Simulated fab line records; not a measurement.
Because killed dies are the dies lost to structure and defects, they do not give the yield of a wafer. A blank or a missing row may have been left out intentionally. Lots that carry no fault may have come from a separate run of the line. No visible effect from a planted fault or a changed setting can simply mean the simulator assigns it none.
Comparing a struck lot with a sound one -- flow nandHarc -- 15 steps out of a route of 1159
Sound: wafers L362.1, L362.5, L362.6. Struck: wafers L374.1, L374.3. (L374.6 of the same lot was not struck and is left out.) The cause comes at the end.
At each step with rows: each side's tool, then ch and its chambers, then its first start. Under that, the readings that differ: sound wafers -- struck wafers -- difference of the means -- sigmas: that difference in standard deviations of wafers without a fault.
alike: a reading whose means differ by less than 2 such deviations, as well as words and numbers matching on both sides. not compared: withheld readings; readings where some wafer has no value; bounds like >300 that might hide an equal value; numbers whose values overlap and for which the record gives no deviation.
A row with sigmas, a row that says differs or no value, or rows on one side alone: a step with any of these is where the two part. Numbers that have no deviation but don't overlap get no sigmas and don't part them. Lack of a reading on every wafer of one side parts them only where that side has two or more wafers.

first, 1 step without rows for these wafers: NHARC_A_ONON_D1_DEP_06 (target thk 1000 nm).
NHARC_A_ONON_D1_THK_MEAS_08: measures by ellipsometry.
  sound: filmMetro-01 at day 8 14:13; struck: filmMetro-02 at day 11 09:07
  alike: thkNm
following that, 1 step holds no rows for these wafers, namely NHARC_A_ONON_D1_DEP_09 (target thickness 1000 nm).
NHARC_A_ONON_D1_THK_MEAS_11: measures by ellipsometry.
  sound: filmMetro-02 at day 8 14:49; struck: filmMetro-02 at day 11 09:49
  alike: thkNm
following that, 1 step holds no rows for these wafers, namely NHARC_A_ONON_D1_DEP_12 (target thickness 1000 nm).
NHARC_A_ONON_D1_THK_MEAS_14: measures by ellipsometry.
  sound: filmMetro-02 at day 8 15:24; struck: filmMetro-01 at day 11 10:31
  alike: thkNm
then, 2 steps without rows for these wafers: NHARC_A_ONON_D1_ANNEAL_15 (time 3600 s); NHARC_A_ONON_D1_DEP_16 (target thk 1000 nm).
NHARC_A_ONON_D1_THK_MEAS_18: measures by ellipsometry.
  sound: filmMetro-01 at day 8 23:50; struck: filmMetro-01 at day 11 18:02
  alike: thkNm
following that, 1 step holds no rows for these wafers, namely NHARC_A_ONON_D1_DEP_19 (target thickness 1000 nm).
NHARC_A_ONON_D1_THK_MEAS_21: measures by ellipsometry.
  sound: filmMetro-01 at day 9 00:24; struck: filmMetro-01 at day 11 18:37
  alike: thkNm
NHARC_A_ONON_D1_DEP_22: target thk 1000 nm.
  sound on pecvdOnon-02 ch 0, day 9 00:27; struck on pecvdOnon-02 ch 0, day 11 18:40
NHARC_A_ONON_D1_THK_MEAS_24: measures by ellipsometry.
  sound: filmMetro-01 at day 9 00:58; struck: filmMetro-02 at day 11 19:11
reading,sound,struck,difference,sigmas
thkNm (nm),992 991 990,1863 1864,+872,+99 or more
following that, 1 step holds no rows for these wafers, namely NHARC_A_ONON_D1_DEP_25 (target thickness 1000 nm).
-- record jumps: 12 days between struck wafers' starts before vs after; left off in module A_ONON_D1, resumes in module END, first step shown is number 1159 of the route --
NHARC_END_SORT_01:
  sound on prober-01 ch 0, day 20 03:20; struck on prober-02 ch 0, day 23 15:47
reading,sound,struck,difference,sigmas
killedAtArray,33 32 34,676 674,+642,+58
killedDies,37 33 37,677 677,+641,+58
  alike: killedAtOther, killedAtPeriphery, killedOpen, killedShort

## WHERE THEY PART
Last at NHARC_END_SORT_01 as far as this record goes, first at NHARC_A_ONON_D1_THK_MEAS_24.

WHY: what had been put in by the simulator
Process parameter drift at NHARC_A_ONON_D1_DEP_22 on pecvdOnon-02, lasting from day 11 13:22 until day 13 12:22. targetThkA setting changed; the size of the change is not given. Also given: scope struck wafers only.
